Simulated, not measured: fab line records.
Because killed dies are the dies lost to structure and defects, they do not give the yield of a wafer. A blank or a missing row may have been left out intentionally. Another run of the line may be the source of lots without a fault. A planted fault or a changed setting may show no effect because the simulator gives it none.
Matching of chambers :: flow nand_harc :: 4 sister chambers for NHARC_P_ZERO_WELL_DESCUM_13 on rie_diel-12
The step chemistry O2, time 3 s. 14 wafers are shown with their chamber, then 7 later ones without.

== WAFERS, EACH WITH ITS CHAMBER ==
wafer: L205.1
chamber: 1
showerhead_plenum_p_Torr (Torr): 1.94
drypump_motor_current_A (A): 5.2
rf_vpp_V (V): 58.3

wafer: L205.3
chamber: 0
showerhead_plenum_p_Torr (Torr): 1.85
drypump_motor_current_A (A): 6.5
rf_vpp_V (V): 58.2

wafer: L205.4
chamber: 2
showerhead_plenum_p_Torr (Torr): 1.79
drypump_motor_current_A (A): 5.4
rf_vpp_V (V): 57.2

wafer: L210.2
chamber: 2
showerhead_plenum_p_Torr (Torr): 1.79
drypump_motor_current_A (A): 5.4
rf_vpp_V (V): 57.7

wafer: L210.3
chamber: 1
showerhead_plenum_p_Torr (Torr): 1.94
drypump_motor_current_A (A): 5.2
rf_vpp_V (V): 57.6

wafer: L210.4
chamber: 3
showerhead_plenum_p_Torr (Torr): 1.94
drypump_motor_current_A (A): 5.9
rf_vpp_V (V): 58.2

wafer: L212.2
chamber: 3
showerhead_plenum_p_Torr (Torr): 1.94
drypump_motor_current_A (A): 5.9
rf_vpp_V (V): 58.5

wafer: L212.3
chamber: 2
showerhead_plenum_p_Torr (Torr): 1.78
drypump_motor_current_A (A): 5.4
rf_vpp_V (V): 55.3

wafer: L212.4
chamber: 0
showerhead_plenum_p_Torr (Torr): 1.85
drypump_motor_current_A (A): 6.4
rf_vpp_V (V): 56.4

wafer: L215.1
chamber: 1
showerhead_plenum_p_Torr (Torr): 1.94
drypump_motor_current_A (A): 5.2
rf_vpp_V (V): 58.2

wafer: L215.3
chamber: 3
showerhead_plenum_p_Torr (Torr): 1.94
drypump_motor_current_A (A): 6.0
rf_vpp_V (V): 58.9

wafer: L215.6
chamber: 1
showerhead_plenum_p_Torr (Torr): 1.94
drypump_motor_current_A (A): 5.2
rf_vpp_V (V): 59.0

wafer: L216.3
chamber: 3
showerhead_plenum_p_Torr (Torr): 1.94
drypump_motor_current_A (A): 5.9
rf_vpp_V (V): 57.5

wafer: L216.4
chamber: 2
showerhead_plenum_p_Torr (Torr): 1.78
drypump_motor_current_A (A): 5.4
rf_vpp_V (V): 58.4

SIGNATURES (means of the wafers above)
reading: showerhead_plenum_p_Torr
chamber 0: 1.8500
chamber 1: 1.9400
chamber 2: 1.7850
chamber 3: 1.9400
scatter within a chamber: 0.00316

reading: drypump_motor_current_A
chamber 0: 6.450
chamber 1: 5.200
chamber 2: 5.400
chamber 3: 5.925
scatter within a chamber: 0.0354

reading: rf_vpp_V
chamber 0: 57.300
chamber 1: 58.275
chamber 2: 57.150
chamber 3: 58.275
scatter within a chamber: 0.946
Rule: for each reading, subtract the chamber's mean from the wafer's reading, divide by that reading's scatter and square the result; add these up over the readings and take the root, which gives the wafer's distance from the chamber. The wafer belongs to the nearest chamber; if the next one is less than 2 further off, it can't be placed. The scatter: take each reading less its chamber's mean, square it, sum over the shown wafers, divide by the number of wafers less the number of chambers, and take the root.

== WAFERS MISSING THEIR CHAMBER ==
wafer: L216.6
showerhead_plenum_p_Torr (Torr): 1.94
drypump_motor_current_A (A): 5.9
rf_vpp_V (V): 58.4

wafer: L217.1
showerhead_plenum_p_Torr (Torr): 1.85
drypump_motor_current_A (A): 6.4
rf_vpp_V (V): 57.5

wafer: L217.2
showerhead_plenum_p_Torr (Torr): 1.94
drypump_motor_current_A (A): 5.9
rf_vpp_V (V): 58.3

wafer: L217.4
showerhead_plenum_p_Torr (Torr): 1.78
drypump_motor_current_A (A): 5.4
rf_vpp_V (V): 56.3

wafer: L227.1
showerhead_plenum_p_Torr (Torr): 1.94
drypump_motor_current_A (A): 5.2
rf_vpp_V (V): 55.5

wafer: L227.3
showerhead_plenum_p_Torr (Torr): 1.85
drypump_motor_current_A (A): 6.5
rf_vpp_V (V): 57.5

wafer: L227.4
showerhead_plenum_p_Torr (Torr): 1.78
drypump_motor_current_A (A): 5.4
rf_vpp_V (V): 57.2

== WHICH CHAMBER EACH WENT THROUGH ==
wafer: L216.6
from the rows above: 3
in truth: 3

wafer: L217.1
from the rows above: 0
in truth: 0

wafer: L217.2
from the rows above: 3
in truth: 3

wafer: L217.4
from the rows above: 2
in truth: 2

wafer: L227.1
from the rows above: 1
in truth: 1

wafer: L227.3
from the rows above: 0
in truth: 0

wafer: L227.4
from the rows above: 2
in truth: 2
Correct placement for 7 of the 7. Not placeable from these rows: 0. 0 placed wrongly.
